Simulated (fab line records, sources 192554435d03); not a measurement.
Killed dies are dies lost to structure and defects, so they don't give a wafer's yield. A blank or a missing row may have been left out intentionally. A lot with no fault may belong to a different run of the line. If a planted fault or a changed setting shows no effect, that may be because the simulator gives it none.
Chamber matching + flow n5 finfet + N5_BEOL_M13_DESCUM_33 on rie diel-06: 4 sister chambers
The step chemistry O2, time 7.9 s. 18 wafers are shown with their chamber, then 9 later ones without.

== WAFERS, EACH WITH ITS CHAMBER ==
| wafer  | chamber | drypump motor current A (A) | showerhead plenum p Torr (Torr) | throttle valve pct (%) |
|--------|---------|-----------------------------|---------------------------------|------------------------|
| L074.1 | 1       | 5.2                         | 2.06                            | 20.28                  |
| L074.2 | 2       | 5.6                         | 1.92                            | 20.57                  |
| L074.3 | 3       | 6.2                         | 2.08                            | 20.92                  |
| L080.2 | 3       | 6.2                         | 2.08                            | 20.93                  |
| L080.4 | 3       | 6.2                         | 2.08                            | 20.92                  |
| L080.6 | 0       | 5.7                         | 2.06                            | 20.47                  |
| L078.2 | 0       | 5.7                         | 2.06                            | 20.48                  |
| L078.3 | 3       | 6.2                         | 2.08                            | 20.91                  |
| L078.4 | 0       | 5.7                         | 2.06                            | 20.47                  |
| L081.2 | 2       | 5.6                         | 1.92                            | 20.60                  |
| L081.5 | 1       | 5.2                         | 2.06                            | 19.89                  |
| L081.6 | 2       | 5.6                         | 1.92                            | 20.59                  |
| L090.3 | 3       | 6.2                         | 2.07                            | 20.95                  |
| L090.4 | 2       | 5.6                         | 1.91                            | 20.61                  |
| L090.6 | 0       | 5.6                         | 2.06                            | 20.51                  |
| L092.2 | 2       | 5.6                         | 1.91                            | 20.60                  |
| L092.3 | 1       | 5.2                         | 2.05                            | 19.94                  |
| L092.4 | 3       | 6.2                         | 2.07                            | 20.96                  |

SIGNATURES, as means of the wafers listed above
| reading                  | chamber 0 | chamber 1 | chamber 2 | chamber 3 | scatter within a chamber |
|--------------------------|-----------|-----------|-----------|-----------|--------------------------|
| drypump motor current A  | 5.675     | 5.200     | 5.600     | 6.200     | 0.0231                   |
| showerhead plenum p Torr | 2.0600    | 2.0567    | 1.9160    | 2.0767    | 0.00478                  |
| throttle valve pct       | 20.4825   | 20.0367   | 20.5940   | 20.9317   | 0.0819                   |
Rule: for each reading, subtract the chamber's mean from the wafer's reading, divide by that reading's scatter and square the result; add these up over the readings and take the root, which gives the wafer's distance from the chamber. The wafer belongs to the nearest chamber; if the next one is less than 2 further off, it can't be placed. The scatter: the root of (the sum of the squares of (reading less its chamber's mean) over the shown wafers, divided by (wafers less chambers)).

== WAFERS WITH NO CHAMBER GIVEN ==
| wafer  | drypump motor current A (A) | showerhead plenum p Torr (Torr) | throttle valve pct (%) |
|--------|-----------------------------|---------------------------------|------------------------|
| L091.2 | 6.2                         | 2.07                            | 20.95                  |
| L091.3 | 5.2                         | 2.05                            | 19.92                  |
| L091.5 | 5.7                         | 2.05                            | 20.52                  |
| L095.3 | 5.6                         | 2.05                            | 20.53                  |
| L095.4 | 6.2                         | 2.06                            | 20.97                  |
| L095.5 | 5.2                         | 2.05                            | 19.93                  |
| L096.3 | 5.6                         | 1.91                            | 20.61                  |
| L096.5 | 5.6                         | 1.91                            | 20.62                  |
| L096.6 | 5.2                         | 2.05                            | 19.94                  |

== EACH ONE'S CHAMBER ==
| wafer  | from the rows above | in truth |
|--------|---------------------|----------|
| L091.2 | 3                   | 3        |
| L091.3 | 1                   | 1        |
| L091.5 | 0                   | 0        |
| L095.3 | 0                   | 0        |
| L095.4 | 3                   | 3        |
| L095.5 | 1                   | 1        |
| L096.3 | 2                   | 2        |
| L096.5 | 2                   | 2        |
| L096.6 | 1                   | 1        |
Correctly placed: 9 of 9. Not placeable from these rows: 0. Wrongly placed: 0.
